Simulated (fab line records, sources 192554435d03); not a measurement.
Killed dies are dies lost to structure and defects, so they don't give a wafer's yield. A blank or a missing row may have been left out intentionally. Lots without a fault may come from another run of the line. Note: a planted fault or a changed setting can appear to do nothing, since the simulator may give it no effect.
fab line records -- flow n5_finfet
record lots=9, wafers=27, last_day=17
route steps=1938 shown GATE_CUT@492 BEOL_M4@1111 PASSIVATION@1936
lots with no fault: from the same line, run without faults
start_h: hours from the record's first day to the start of the lot's first wafer shown -- wait_h: how many hours have passed since the lot's step before this one -- " repeats the value in the row above -- L1.1+2: a row that stands for several wafers -- - no value, or no start was given -- * or withheld: withheld -- < > ~ a bound
route shown NAME@n: NAME is a module with steps in the file, n the number in the route of the first one -- usual: mean and standard deviation over wafers with no fault -- same: alike in all rows -- chamber/n: place in a boat -- sites: each site's reading -- _std_site: their standard deviation -- _edge_site: mean of outer sites minus mean of inner sites -- radius_mm: for every site, how far away it sits from the centre of the wafer -- mask NAME#n: copy n -- behind: the most recent tool/chamber to have shaped the wafer -- hold: what put the lot on hold/how long, in hours/how the hold closed -- device: transistor that didn't switch, given as n, p or np -- end of line: the same wafers' tests at the end of the route -- a step with no rows: only its recipe -- killed: dies that structure and defects cost at the first sort, which is not the same as the wafer's yield -- map: shows each die of a wafer: x if killed, . if not, _ if none is there
set.NAME: the setting that was run; set.NAME@STEP: the one run at that earlier step -- model.NAME: the simulator's own value behind a step, which no gauge read
one table for each step of the route and one row for each wafer, over a sample of lots
services: from which hour (start_h, from the record's first day; less than 0 if before it) a tool's chamber was out of use, for how many hours, and why
## steps
# step N5_GATE_CUT_ETCH_36
# recipe chemistry=CF4, target=SiARC, target_depth_a=130, mask_material=CAR-EUV, time_s=21.7, ion_energy_ev=80, pressure_mtorr=40, source_w=545, bias_w=36, Ar_flow_sccm=100, cf4_flow_sccm=100, ends=cleared
# usual drypump_motor_current_A=5.8/0.38, etch_rf_on_time_s=21.7/0.58, oes_product_au=0.64/0.051, rf_vpp_V=183.7/1.2, showerhead_plenum_p_Torr=2.11/0.067, throttle_valve_pct=15.72/0.19
lot.wafer,tool,chamber,start_h,wait_h,drypump_motor_current_A,etch_rf_on_time_s,oes_product_au,rf_hours_counter_h,rf_vpp_V,showerhead_plenum_p_Torr,throttle_valve_pct
L347.1,rie_diel-01,0,83.59,0.0,6.2,22.0,0.63,178,181.8,2.05,15.65
L347.2,rie_diel-01,2,83.59,0.0,5.2,21.4,0.60,238,184.6,2.10,15.75
L347.3,rie_diel-01,1,83.59,0.0,6.1,22.5,0.62,181,184.7,2.13,15.80
L348.2,rie_diel-06,3,90.22,0.0,6.2,22.0,0.65,132,183.2,2.14,15.93
L348.5,rie_diel-06,2,90.22,0.0,5.6,21.0,0.69,-,183.5,1.99,15.71
L348.6,rie_diel-06,1,90.22,0.0,5.2,21.9,0.61,-,184.2,2.13,15.52
L354.2,rie_diel-01,3,129.01,0.0,5.6,21.5,0.63,176,186.4,2.22,15.80
L354.5,rie_diel-01,0,129.01,0.0,6.2,21.8,0.62,-,182.5,2.04,15.70
L354.6,rie_diel-01,1,129.01,0.0,6.1,22.9,0.61,-,183.9,2.12,15.84
L355.1,rie_diel-06,2,135.62,0.0,5.6,20.8,0.69,128,184.1,1.99,15.71
L355.4,rie_diel-06,1,135.62,0.0,5.2,21.6,0.62,213,183.5,2.13,15.55
L355.5,rie_diel-06,2,135.62,0.0,5.6,20.8,0.69,-,181.1,1.99,15.72
L360.1,rie_diel-05,3,164.58,0.0,6.1,21.3,0.60,205,185.9,2.21,15.84
L360.3,rie_diel-05,0,164.58,0.0,6.4,21.2,0.61,241,183.1,2.03,16.20
L360.6,rie_diel-05,2,164.58,0.0,6.2,21.0,0.60,-,182.8,2.04,15.48
L361.1,rie_diel-06,0,172.16,0.0,5.7,22.2,0.64,157,182.5,2.14,15.75
L361.2,rie_diel-06,1,172.16,0.0,5.2,21.4,0.61,222,184.1,2.12,15.55
L361.4,rie_diel-06,3,172.16,0.0,6.2,21.7,0.64,156,184.9,2.13,15.98
L365.2,rie_diel-01,1,197.32,0.0,6.1,23.1,0.60,217,184.1,2.12,15.87
L365.3,rie_diel-01,2,197.32,0.0,5.2,21.2,0.79,17,183.7,2.09,15.36
L365.4,rie_diel-01,0,197.32,0.0,6.2,22.0,0.60,215,182.2,2.03,15.73
L366.4,rie_diel-05,3,199.73,0.0,6.2,21.7,0.59,-,185.0,2.21,15.86
L366.5,rie_diel-05,2,199.73,0.0,6.2,21.6,0.59,-,182.0,2.03,15.49
L366.6,rie_diel-05,3,199.73,0.0,6.1,22.0,0.59,-,184.5,2.21,15.88
L369.3,rie_diel-01,2,216.84,0.0,5.2,21.1,0.77,24,181.9,2.09,15.36
L369.5,rie_diel-01,3,216.84,0.0,5.6,21.6,0.61,-,184.3,2.21,15.85
L369.6,rie_diel-01,2,216.84,0.0,5.2,21.0,0.78,-,183.6,2.09,15.37
# step N5_GATE_CUT_CUT_ETCH_53
# recipe chemistry=SF6/Cl2, target=W, mask_material=SiO2, target_depth_a=792, pressure_mtorr=8, icp_w=900, bias_w=80, SF6_flow_sccm=40, Cl2_flow_sccm=60, ends=cleared
# usual drypump_motor_current_A=5.8/0.42, etch_rf_on_time_s=25.8/0.3, he_backside_leak_sccm=3.38/0.28, oes_product_au=0.72/0.078, throttle_valve_pct=28.99/0.19
lot.wafer,tool,chamber,start_h,wait_h,drypump_motor_current_A,etch_rf_on_time_s,he_backside_leak_sccm,oes_product_au,rf_hours_counter_h,throttle_valve_pct
L347.1,rie_metal-03,1,83.93,0.1,6.0,25.6,3.14,0.75,35,29.09
L347.2,rie_metal-03,0,83.93,0.1,6.4,26.0,3.68,0.62,91,29.18
L347.3,rie_metal-03,0,83.93,0.1,6.4,25.8,3.72,0.62,-,29.17
L348.2,rie_metal-03,0,90.56,0.1,6.4,25.6,3.75,0.62,91,29.15
L348.5,rie_metal-03,1,90.56,0.1,6.0,25.6,3.22,0.74,-,29.09
L348.6,rie_metal-03,0,90.56,0.1,6.4,25.6,3.68,0.62,-,29.15
L354.2,rie_metal-02,0,129.35,0.1,5.2,25.3,3.34,0.72,33,28.76
L354.5,rie_metal-02,1,129.35,0.1,5.8,25.8,3.33,0.85,-,28.82
L354.6,rie_metal-02,0,129.35,0.1,5.2,25.2,3.45,0.72,-,28.76
L355.1,rie_metal-02,1,135.95,0.1,5.8,25.9,3.45,0.84,3,28.80
L355.4,rie_metal-02,1,135.95,0.1,5.8,26.0,3.31,0.85,-,28.81
L355.5,rie_metal-02,1,135.95,0.1,5.8,26.0,3.40,0.85,-,28.79
L360.1,rie_metal-01,1,164.92,0.1,6.2,26.0,3.19,0.73,31,29.14
L360.3,rie_metal-01,0,164.92,0.1,5.5,25.9,3.19,0.67,-,29.29
L360.6,rie_metal-01,0,164.92,0.1,5.5,26.1,3.06,0.68,-,29.30
L361.1,rie_metal-01,1,172.49,0.1,6.2,26.3,3.26,0.73,32,29.14
L361.2,rie_metal-01,0,172.49,0.1,5.5,26.3,3.21,0.67,53,29.28
L361.4,rie_metal-01,0,172.49,0.1,5.4,26.1,3.34,0.67,-,29.29
L365.2,rie_metal-02,0,197.66,0.1,5.2,25.6,3.88,0.70,39,28.76
L365.3,rie_metal-02,0,197.66,0.1,5.2,25.4,3.64,0.70,-,28.75
L365.4,rie_metal-02,1,197.66,0.1,5.8,25.9,3.28,0.81,-,28.83
L366.4,rie_metal-02,1,200.24,0.1,5.8,25.8,3.60,0.81,-,28.81
L366.5,rie_metal-02,1,200.24,0.1,5.7,25.9,3.66,0.81,-,28.81
L366.6,rie_metal-02,0,200.24,0.1,5.2,25.5,3.05,0.70,-,28.77
L369.3,rie_metal-03,0,217.20,0.1,6.4,25.9,3.49,0.60,-,29.17
L369.5,rie_metal-03,1,217.20,0.1,6.0,25.6,2.82,0.70,-,29.14
L369.6,rie_metal-03,0,217.20,0.1,6.4,25.8,3.77,0.60,-,29.19
# step N5_GATE_CUT_STRIP_21
# recipe chemistry=N2/H2, time_s=30, power_w=1000, temp_c=250, pressure_mtorr=withheld, n2_flow_sccm=1750, h2_flow_sccm=3250
# usual drypump_motor_current_A=5.68/0.22, heater_power_w=338/51
lot.wafer,tool,chamber,start_h,wait_h,drypump_motor_current_A,heater_power_w,rf_hours_counter_h
L347.1,plasma_asher-02,1,84.22,0.0,5.46,324,91
L347.2,plasma_asher-02,0,84.22,0.0,6.02,421,91
L347.3,plasma_asher-02,1,84.22,0.0,5.46,329,-
L348.2,plasma_asher-01,0,90.85,0.0,5.49,305,37
L348.5,plasma_asher-01,1,90.85,0.0,5.76,295,-
L348.6,plasma_asher-01,0,90.85,0.0,5.50,316,-
L354.2,plasma_asher-01,0,129.64,0.0,5.52,315,46
L354.5,plasma_asher-01,0,129.64,0.0,5.49,307,-
L354.6,plasma_asher-01,1,129.64,0.0,5.75,300,-
L355.1,plasma_asher-01,0,136.25,0.0,5.47,309,47
L355.4,plasma_asher-01,1,136.25,0.0,5.75,296,-
L355.5,plasma_asher-01,1,136.25,0.0,5.75,292,-
L360.1,plasma_asher-02,1,165.21,0.0,5.49,321,106
L360.3,plasma_asher-02,0,165.21,0.0,6.01,431,-
L360.6,plasma_asher-02,0,165.21,0.0,6.00,435,-
L361.1,plasma_asher-01,0,172.79,0.0,5.49,304,54
L361.2,plasma_asher-01,1,172.79,0.0,5.74,301,54
L361.4,plasma_asher-01,0,172.79,0.0,5.53,307,-
L365.2,plasma_asher-01,0,197.95,0.0,5.50,311,59
L365.3,plasma_asher-01,0,197.95,0.0,5.49,308,-
L365.4,plasma_asher-01,1,197.95,0.0,5.75,297,-
L366.4,plasma_asher-01,1,200.53,0.1,5.74,304,-
L366.5,plasma_asher-01,0,200.53,0.1,5.50,301,-
L366.6,plasma_asher-01,1,200.53,0.1,5.74,296,-
L369.3,plasma_asher-01,1,217.49,0.1,5.73,297,-
L369.5,plasma_asher-01,0,217.49,0.1,5.50,312,-
L369.6,plasma_asher-01,1,217.49,0.1,5.77,294,-
# step N5_GATE_CUT_CMP_23
# recipe stop_on=SiO2, t_overpolish_s=23.4, post_cmp_clean=alkaline_brush, down_force_psi=2.5, platen_rpm=51.8, pad_velocity_m_s=1.0307, target_thk_nm=16
# usual head_pressure_psi=2.500/0.0053, motor_current_A=8.9/0.9, overpolish_run_s=23.402/0.009, pad_life_wafers=1150/590, slurry_filter_dp_kPa=13.50/0.13, slurry_flow_ml_min=150.0/0.47, time_to_endpoint_s=19.5/1.9
lot.wafer,tool,chamber,start_h,wait_h,head_pressure_psi,motor_current_A,overpolish_run_s,pad_life_wafers,slurry_filter_dp_kPa,slurry_flow_ml_min,time_to_endpoint_s
L347.3,cmp-02,1,85.86,0.8,2.492,9.0,23.409,1818,13.43,149.3,21.8
L347.1,cmp-02,2,85.86,0.8,2.493,10.0,23.406,1819,13.57,150.4,19.9
L347.2,cmp-02,3,85.86,0.8,2.497,7.8,23.395,1820,13.55,150.4,20.2
L348.2,cmp-02,0,93.42,0.9,2.497,9.5,23.407,1874,13.45,150.0,19.1
L348.5,cmp-02,2,93.42,0.9,2.503,9.8,23.414,-,13.41,150.1,19.4
L348.6,cmp-02,3,93.42,0.9,2.501,7.5,23.411,-,13.51,149.6,22.5
L354.2,cmp-01,2,131.32,0.8,2.504,9.1,23.389,1225,13.57,149.3,19.2
L354.6,cmp-01,1,131.32,0.8,2.499,9.4,23.392,-,13.44,150.2,19.5
L354.5,cmp-01,2,131.32,0.8,2.508,9.6,23.391,-,13.62,149.5,21.0
L355.1,cmp-01,1,137.96,0.8,2.501,9.4,23.405,1267,13.52,150.2,18.0
L355.4,cmp-01,3,137.96,0.8,2.486,8.0,23.416,1269,13.47,150.6,18.0
L355.5,cmp-01,0,137.96,0.8,2.505,7.2,23.424,-,13.80,149.9,17.6
L360.1,cmp-01,0,166.86,0.8,2.616,7.4,23.399,1476,13.74,150.1,17.4
L360.3,cmp-01,1,166.86,0.8,2.622,10.2,23.405,1477,13.51,149.7,17.7
L360.6,cmp-01,0,166.86,0.8,2.616,7.0,23.401,-,13.57,149.6,19.0
L361.4,cmp-01,2,174.73,0.8,2.609,9.5,23.405,1549,13.59,150.4,16.7
L361.1,cmp-01,3,174.73,0.8,2.612,8.5,23.394,1550,13.51,149.6,17.0
L361.2,cmp-01,0,174.73,0.8,2.606,7.1,23.395,1551,13.52,149.8,16.7
L365.3,cmp-02,2,199.59,0.8,2.494,10.8,23.420,726,13.48,150.0,19.2
L365.2,cmp-02,3,199.59,0.8,2.499,8.2,23.399,727,13.63,150.6,19.4
L365.4,cmp-02,1,199.59,0.8,2.501,8.5,23.400,729,13.38,150.0,20.5
L366.4,cmp-04,3,202.51,0.1,2.495,9.3,23.400,1149,13.46,149.3,22.1
L366.6,cmp-04,0,202.51,0.1,2.505,8.8,23.417,-,13.43,150.5,21.6
L366.5,cmp-04,1,202.51,0.1,2.493,9.5,23.388,-,13.50,149.5,20.7
L369.3,cmp-04,1,219.15,0.8,2.506,9.0,23.413,1249,13.33,150.1,20.4
L369.6,cmp-04,0,219.15,0.8,2.501,9.1,23.393,-,13.50,150.8,19.2
L369.5,cmp-04,1,219.15,0.8,2.495,9.0,23.377,-,13.49,149.6,20.2
# step N5_BEOL_M4_RC_MEAS_101
# usual DIBL_N=36.0/1.7, DIBL_P=35.8/2, IOFF_N=0.15/0.03, IOFF_P=0.20/0.037, ION_N=670/12, ION_P=460/7.2, SS_N=71.5/0.68, SS_P=73.2/0.65, VT_N=250/3.1, VT_P=-251/3.4
lot.wafer,tool,chamber,start_h,wait_h,DIBL_N[mV/V],DIBL_P[mV/V],IOFF_N[nA/um],IOFF_P[nA/um],ION_N[uA/um],ION_P[uA/um],SS_N[mV/dec],SS_P[mV/dec],VT_N[mV],VT_P[mV]
L348.2,prober-01,0,175.62,0.2,36.4,35.4,0.16,0.20,664,456,71.6,73.0,250,-251
L348.5,prober-01,0,175.62,0.2,34.2,31.6,0.11,0.16,655,455,70.5,72.0,256,-256
L348.6,prober-01,0,175.62,0.2,34.7,32.5,0.13,0.16,662,454,71.2,72.5,253,-257
L347.1,prober-01,0,178.10,0.0,36.0,37.1,0.17,0.24,684,471,71.4,73.4,249,-247
L347.2,prober-01,0,178.10,0.0,37.1,37.0,0.18,0.23,682,464,71.3,73.3,248,-248
L347.3,prober-01,0,178.10,0.0,36.7,36.6,0.18,0.23,669,467,71.6,73.3,249,-247
L354.2,prober-01,0,209.11,0.2,35.7,36.3,0.16,0.19,681,459,71.7,72.8,247,-252
L354.5,prober-01,0,209.11,0.2,35.9,36.5,0.15,0.20,674,467,72.2,74.3,252,-252
L354.6,prober-01,0,209.11,0.2,37.4,38.2,0.19,0.23,689,471,73.0,73.7,248,-251
L355.1,prober-01,0,219.75,0.0,37.8,37.9,0.17,0.24,666,464,72.3,73.3,249,-248
L355.4,prober-01,0,219.75,0.0,40.1,41.5,0.24,0.30,692,474,72.6,74.2,244,-246
L355.5,prober-01,0,219.75,0.0,37.4,36.9,0.17,0.21,683,464,72.0,73.6,252,-249
L360.1,prober-01,0,255.01,0.0,36.2,35.7,0.14,0.19,658,453,71.2,72.7,252,-252
L360.3,prober-01,0,255.01,0.0,35.2,35.6,0.14,0.20,684,470,71.1,73.4,250,-250
L360.6,prober-01,0,255.01,0.0,35.0,34.7,0.12,0.18,655,460,70.1,72.7,254,-251
L361.1,prober-02,0,261.88,0.0,34.5,34.6,0.12,0.16,667,455,71.1,72.6,252,-255
L361.2,prober-02,0,261.88,0.0,37.2,37.2,0.16,0.19,676,457,71.5,72.8,250,-254
L361.4,prober-02,0,261.88,0.0,37.5,38.0,0.16,0.20,672,460,72.1,73.8,252,-253
L365.2,prober-01,0,274.55,0.2,37.5,38.7,0.19,0.21,678,456,72.3,73.8,251,-252
L365.3,prober-01,0,274.55,0.2,34.2,34.3,0.12,0.15,670,455,71.8,73.0,255,-259
L365.4,prober-01,0,274.55,0.2,33.3,33.9,0.11,0.14,655,443,71.4,72.8,255,-259
L366.4,prober-01,0,290.17,0.5,35.0,35.2,0.14,0.21,677,466,70.9,73.5,249,-249
L366.5,prober-01,0,290.17,0.5,36.0,35.9,0.16,0.21,683,461,71.0,73.1,250,-250
L366.6,prober-01,0,290.17,0.5,36.9,37.6,0.17,0.24,690,470,71.8,73.5,250,-246
L369.3,prober-02,0,305.41,0.3,34.7,33.1,0.14,0.17,671,462,71.1,72.5,248,-253
L369.5,prober-02,0,305.41,0.3,35.7,35.3,0.15,0.20,684,465,70.8,73.3,247,-252
L369.6,prober-02,0,305.41,0.3,37.3,35.7,0.17,0.21,665,457,71.3,72.6,248,-250
# step N5_PASSIVATION_PROBE_49
# usual defect_limited_yield=91.4/1.5, killed_at_M0_to_M3=32/9.8, killed_at_M4_up=15/5.6, killed_at_contacts=12/5.4, killed_at_front_end=40/13, killed_at_other=3.0/2.1, killed_dies=102/17, killed_open=67/13, killed_short=32/7.1, sort_bin_5_function=5.1/0.96, sort_bin_6_memory=3.2/0.7, sort_n_pass=1078/18, sort_yield_pct=91.3/1.5
# same gross_dies=1180, killed_at_back_side=0, sort_bin_4_leakage[%]=0, sort_bin_8_speed[%]=0
lot.wafer,tool,chamber,start_h,wait_h,defect_limited_yield[%],killed_at_M0_to_M3,killed_at_M4_up,killed_at_contacts,killed_at_front_end,killed_at_other,killed_dies,killed_open,killed_short,sort_bin_5_function[%],sort_bin_6_memory[%],sort_n_pass,sort_yield_pct[%]
L355.1,prober-02,-,322.25,0.0,93.2,23,8,7,38,4,80,56,23,4.2,2.4,1100,93.2
L355.4,prober-02,-,322.40,0.2,92.7,28,15,6,36,1,86,52,33,4.2,3.0,1094,92.7
L355.5,prober-02,-,322.45,0.2,93.6,26,10,9,25,6,76,42,32,4.7,1.4,1104,93.6
L360.1,prober-02,-,359.80,0.0,91.4,36,14,13,38,1,102,73,28,4.8,3.5,1078,91.4
L360.3,prober-02,-,359.90,0.1,92.6,32,14,7,31,3,87,59,27,4.2,2.9,1093,92.6
L360.6,prober-02,-,360.05,0.3,91.4,21,19,5,54,2,101,71,26,5.2,3.0,1079,91.4
L361.1,prober-01,-,375.71,0.0,91.5,41,11,6,40,2,100,61,39,5.6,2.5,1080,91.5
L361.2,prober-01,-,375.76,0.1,90.8,39,13,7,49,0,108,65,40,5.8,3.3,1072,90.8
L361.4,prober-01,-,375.86,0.2,92.9,26,16,3,35,4,84,55,23,3.7,3.0,1096,92.9
L366.4,prober-01,-,394.28,0.2,89.7,27,8,9,76,2,122,87,32,5.7,4.2,1058,89.7
L366.5,prober-01,-,394.33,0.2,91.3,27,6,11,52,7,103,68,34,5.4,3.1,1077,91.3
L366.6,prober-01,-,394.38,0.3,90.3,29,8,3,74,1,115,81,34,5.8,3.8,1065,90.3
# killed by level:class
L355.1 STI_FIN_REVEAL:geometric_particle:open=13 BEOL_M0_SAQP:geometric_particle:short=6 BEOL_M1:geometric_particle:open=6 MOL_CONTACT_COAG:geometric_particle:open=5 BEOL_M0_SAQP:geometric_particle:open=5 GATE_CUT:geometric_particle:short=4 FIN_SAQP:geometric_particle:open=3 GATE_CUT:geometric_particle:open=3
L355.4 GATE_CUT:geometric_particle:short=9 GATE_CUT:geometric_particle:open=7 BEOL_M2:geometric_particle:open=7 BEOL_M0_SAQP:geometric_particle:open=6 BEOL_M0_SAQP:geometric_particle:short=5 BEOL_M4:geometric_particle:open=5 FIN_SAQP:geometric_particle:short=4 DUMMY_GATE:geometric_particle:open=4
L355.5 MOL_CONTACT_COAG:geometric_particle:open=6 BEOL_M0_SAQP:geometric_particle:open=5 STARTING-WAFER:geometric_particle:short=5 FIN_SAQP:geometric_particle:short=4 BEOL_M0_SAQP:geometric_particle:short=4 BEOL_M1:geometric_particle:open=4 BEOL_M1:geometric_particle:short=4 BEOL_M4:geometric_particle:open=4
L360.1 BEOL_M0_SAQP:geometric_particle:open=12 MOL_CONTACT_COAG:geometric_particle:open=11 BEOL_M3:geometric_particle:open=8 STI_FIN_REVEAL:geometric_particle:open=7 GATE_CUT:geometric_particle:short=7 BEOL_M0_SAQP:geometric_particle:short=7 FIN_SAQP:geometric_particle:short=5 BEOL_M4:geometric_particle:open=5
L360.3 FIN_SAQP:geometric_particle:open=11 BEOL_M3:geometric_particle:open=9 BEOL_M2:geometric_particle:open=7 BEOL_M4:geometric_particle:open=7 MOL_CONTACT_COAG:geometric_particle:open=6 BEOL_M2:geometric_particle:short=6 STI_FIN_REVEAL:geometric_particle:open=4 GATE_CUT:geometric_particle:short=4
L360.6 FIN_SAQP:geometric_particle:open=13 STI_FIN_REVEAL:geometric_particle:open=11 BEOL_M3:geometric_particle:open=8 BEOL_M4:geometric_particle:open=7 GATE_CUT:geometric_particle:open=5 GATE_CUT:geometric_particle:short=5 MOL_CONTACT_COAG:geometric_particle:open=4 BEOL_M6:geometric_particle:open=4
L361.1 BEOL_M0_SAQP:geometric_particle:short=10 BEOL_M0_SAQP:geometric_particle:open=9 DUMMY_GATE:geometric_particle:open=8 FIN_SAQP:geometric_particle:short=6 BEOL_M3:geometric_particle:open=6 GATE_CUT:geometric_particle:short=5 BEOL_M1:geometric_particle:open=5 STARTING-WAFER:geometric_particle:open=4
L361.2 BEOL_M3:geometric_particle:open=12 FIN_SAQP:geometric_particle:short=10 BEOL_M0_SAQP:geometric_particle:open=9 FIN_SAQP:geometric_particle:open=7 STI_FIN_REVEAL:geometric_particle:open=7 MOL_CONTACT_COAG:geometric_particle:open=7 BEOL_M0_SAQP:geometric_particle:short=7 GATE_CUT:geometric_particle:short=5
L361.4 DUMMY_GATE:geometric_particle:open=10 BEOL_M1:geometric_particle:open=8 BEOL_M0_SAQP:geometric_particle:open=6 BEOL_M4:geometric_particle:open=6 FIN_SAQP:geometric_particle:short=5 GATE_CUT:geometric_particle:short=5 BEOL_M3:geometric_particle:open=5 HKMG_FIN:area_etch=4
L366.4 FIN_SAQP:geometric_particle:open=29 STI_FIN_REVEAL:geometric_particle:open=17 BEOL_M1:geometric_particle:open=9 GATE_CUT:geometric_particle:short=7 BEOL_M2:geometric_particle:open=5 MOL_CONTACT_COAG:geometric_particle:open=5 STI_FIN_REVEAL:geometric_particle:short=4 MOL_CONTACT_COAG:geometric_particle:short=4
L366.5 STI_FIN_REVEAL:geometric_particle:open=21 MOL_CONTACT_COAG:geometric_particle:open=10 FIN_SAQP:geometric_particle:open=9 STI_FIN_REVEAL:geometric_particle:short=9 BEOL_M0_SAQP:geometric_particle:short=5 BEOL_M1:geometric_particle:open=5 MIM_TOP:geometric_particle:open=5 FIN_SAQP:geometric_particle:short=4
L366.6 FIN_SAQP:geometric_particle:open=27 STI_FIN_REVEAL:geometric_particle:open=15 FIN_SAQP:geometric_particle:short=10 BEOL_M2:geometric_particle:open=10 GATE_CUT:geometric_particle:short=8 BEOL_M1:geometric_particle:open=8 STARTING-WAFER:geometric_particle:short=6 BEOL_M0:geometric_particle:open=4
## services
tool,chamber,start_h,hours,kind
cmp-04,-,60.07,1.3,repair
rie_diel-06,-,75.90,0.5,repair
cmp-02,-,79.15,1.1,repair
rie_diel-01,3,83.26,8.8,repair
plasma_asher-02,-,94.49,0.5,repair
cmp-04,-,97.58,0.8,repair
cmp-01,-,100.42,13.8,pm
rie_diel-06,0,101.16,4.5,repair
cmp-02,-,113.09,4.0,pm
plasma_asher-02,-,115.07,5.4,repair
rie_metal-03,0,119.79,21.1,repair
cmp-01,-,121.61,1.0,repair
rie_diel-01,3,123.80,3.1,repair
cmp-02,-,126.03,1.2,repair
cmp-04,-,128.05,1.6,repair
cmp-01,-,147.65,1.7,repair
plasma_asher-01,-,156.58,0.9,repair
plasma_asher-01,-,177.33,0.8,repair
cmp-01,-,180.66,6.0,pm
rie_diel-06,0,190.33,6.5,repair
rie_diel-06,2,195.78,28.7,repair
rie_metal-03,-,196.00,0.4,repair
rie_metal-02,-,203.10,2.8,pm
cmp-01,-,216.91,1.5,repair
## key
first_sign step=N5_GATE_CUT_CMP_23, reading=head_pressure_psi, direction=up, sigmas=21, usual=2.500, struck=2.613
effect none on later readings
met_at N5_GATE_CUT_CMP_23
struck_lots L360,L361
not_acting_at N5_GATE_CUT_ETCH_36,N5_GATE_CUT_CUT_ETCH_53,N5_GATE_CUT_STRIP_21
onset_between 137.96 166.86
fault kind=process_parameter_drift, tool=cmp-01, chamber=-, onset_h=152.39, steps=N5_GATE_CUT_CMP_23, channel=down_force_psi, offset=0.11463, shape=step, end_h=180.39, acts_in=these_recipes_only, stated=2.5
